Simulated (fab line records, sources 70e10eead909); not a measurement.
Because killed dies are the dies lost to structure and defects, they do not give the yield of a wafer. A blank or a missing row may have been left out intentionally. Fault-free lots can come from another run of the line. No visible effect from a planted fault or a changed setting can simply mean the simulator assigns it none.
8D (eight disciplines) problem report, filled in by code + flow nand-harc + the parts of the form that need people (team, actions taken, sign-off) are left out

1. THE PROBLEM
thk-nm at NHARC_A_ONON_D2_THK_MEAS_18 reads a mean of 962 nm on 3 wafers of 2 lots; wafers without a fault read 1001 nm with a standard deviation of 8.4. That is -4.7 standard deviations from the usual mean.
The step: measures by ellipsometry.
The first sign was on wafer L575.3 at day 17 05:59, on film-metro-02. The record has a number at this step for 42 wafers belonging to 14 lots. Rule for "out", or "out of limits": more than 4 standard deviations from the usual mean. The other wafers with a number count as sound.

2. WHAT IT IS AND WHAT IT IS NOT
| question                    | is                     | is not                                                                                             |
|-----------------------------|------------------------|----------------------------------------------------------------------------------------------------|
| which readings at this step | thk-nm                 | -                                                                                                  |
| which lots                  | L575, L577             | L565, L567, L568, L569, L570, L571, L576, L582, L583, L584, L586, L587                             |
| which wafers of those lots  | L575.3, L575.5, L577.1 | L575.4, L577.2, L577.4                                                                             |
| read on which gauges        | film-metro-02          | film-metro-01                                                                                      |
| when                        | from day 17 05:59      | up to then (22 sound wafers); but 17 sound wafers of L577, L582, L583, L584, L586, L587 came after |

3. SUSPECTS, AND WHAT RULES EACH OUT
Counting: any tool at a process step up to the reading remains a suspect provided it ran every lot that is out. Sound lots after the first of them don't rule it out here, since some wafers of a struck lot are sound.
- the gauge at NHARC_A_ONON_D2_THK_MEAS_18 is ruled out. All the wafers that are out were read on film-metro-02, but those of them that NHARC_END_SORT_01 has rows for are out there too, on other tools.
- pecvd-onon-04 at NHARC_A_ONON_D2_DEP_16 (target thk 1000 nm): kept. It processed each lot that is out (first: L575, day 17 05:36); up to then, its last sound lot is L571 (day 15 19:38).
The count leaves pecvd-onon-04 at NHARC_A_ONON_D2_DEP_16.

4. THE CAUSE (what the simulator had put in)
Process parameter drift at NHARC_A_ONON_D2_DEP_16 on pecvd-onon-04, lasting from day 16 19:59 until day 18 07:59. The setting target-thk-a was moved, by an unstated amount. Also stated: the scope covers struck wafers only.
Counting left only this tool.

5. SEQUENCE OF EFFECTS, ordered by route
One row per reading whose mean, taken over the struck wafers that have a number, lies over 3 standard deviations from the usual. Only readings whose record carries a usual standard deviation are examined. hours: median over the lots of the time between each lot's start at the first step of this table that gives one and its start at this step. sigmas: the change, counted in usual standard deviations.
| hours | step                        | reading         | usual   | on struck wafers | change | sigmas |
|-------|-----------------------------|-----------------|---------|------------------|--------|--------|
| 0     | NHARC_A_ONON_D2_THK_MEAS_18 | thk-nm          | 1001 nm | 962              | -39    | -4.7   |
| 293   | NHARC_END_SORT_01           | killed-at-array | 55      | 671              | +616   | +32    |
| 293   | NHARC_END_SORT_01           | killed-dies     | 60      | 677              | +617   | +32    |

6. WHAT WOULD HAVE CAUGHT IT SOONER
Counted from the fault's start at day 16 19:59, it took 10 hours until the first out-of-limits reading at a measuring or inspecting step in this record, taken at day 17 05:59.
Lots out: 2; of these, L577 started NHARC_A_ONON_D2_DEP_16 on pecvd-onon-04 after day 17 05:59. Putting the tool on hold at that point would have spared it.
